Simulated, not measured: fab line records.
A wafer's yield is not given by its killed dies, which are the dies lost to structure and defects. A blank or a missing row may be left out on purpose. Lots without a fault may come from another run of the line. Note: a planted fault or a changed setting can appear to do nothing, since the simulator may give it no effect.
Chamber matching ; flow nandHarc ; rieDiel-01 running NHARC_A_BLC_STRIP_29: 4 sister chambers
The step strips in CF4. 16 wafers are shown with their chamber, then 8 later ones without.

WAFERS PAIRED WITH THEIR CHAMBERS
wafer;chamber;drypumpMotorCurrentA (A);rfVppV (V);oesProductAu (a.u.)
L076.1;1;5.3;59.8;1.015
L076.2;3;5.9;58.2;0.999
L076.6;1;5.3;59.8;1.008
L081.2;2;5.6;61.0;1.003
L081.3;0;5.1;58.4;1.008
L081.5;3;5.9;59.3;0.996
L080.1;2;5.6;59.1;0.998
L080.3;1;5.3;60.1;0.988
L080.5;1;5.3;59.3;1.007
L082.1;2;5.6;59.7;1.004
L082.2;1;5.3;58.0;1.000
L082.4;0;5.1;60.0;0.994
L088.1;0;5.2;58.9;1.009
L088.5;2;5.7;61.6;1.005
L088.6;1;5.3;60.2;1.014
L092.2;1;5.3;59.0;1.011

SIGNATURES (averages over the wafers above)
reading;chamber 0;chamber 1;chamber 2;chamber 3;scatter within a chamber
drypumpMotorCurrentA;5.133;5.300;5.625;5.900;0.0344
rfVppV;59.100;59.457;60.350;58.750;0.888
oesProductAu;1.00367;1.00614;1.00250;0.99750;0.00769
Rule: a wafer's distance from a chamber is the root of the sum, over the readings, of the square of ((its reading less the chamber's mean) divided by the reading's scatter). If the next closest chamber is less than 2 further off than the closest, the wafer can't be placed; otherwise it belongs to the closest. The scatter: take each reading less its chamber's mean, square it, sum over the shown wafers, divide by the number of wafers less the number of chambers, and take the root.

WAFERS WHOSE CHAMBER IS MISSING
wafer;drypumpMotorCurrentA (A);rfVppV (V);oesProductAu (a.u.)
L092.3;5.6;58.5;0.997
L092.4;6.0;59.5;1.005
L093.3;5.1;59.7;0.991
L093.5;5.2;58.2;1.014
L093.6;5.3;59.9;1.007
L095.1;5.9;59.7;1.011
L095.5;5.9;60.6;1.000
L095.6;5.1;59.1;1.004

WHICH CHAMBER EACH ONE RAN IN
wafer;from the rows above;in truth
L092.3;2;2
L092.4;3;3
L093.3;0;0
L093.5;can't be placed: 0 or 1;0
L093.6;1;1
L095.1;3;3
L095.5;3;3
L095.6;0;0
Correct placement for 7 of the 8. Not placeable from these rows: 1 (in 1, the candidates include the true chamber). Wrongly placed: 0.
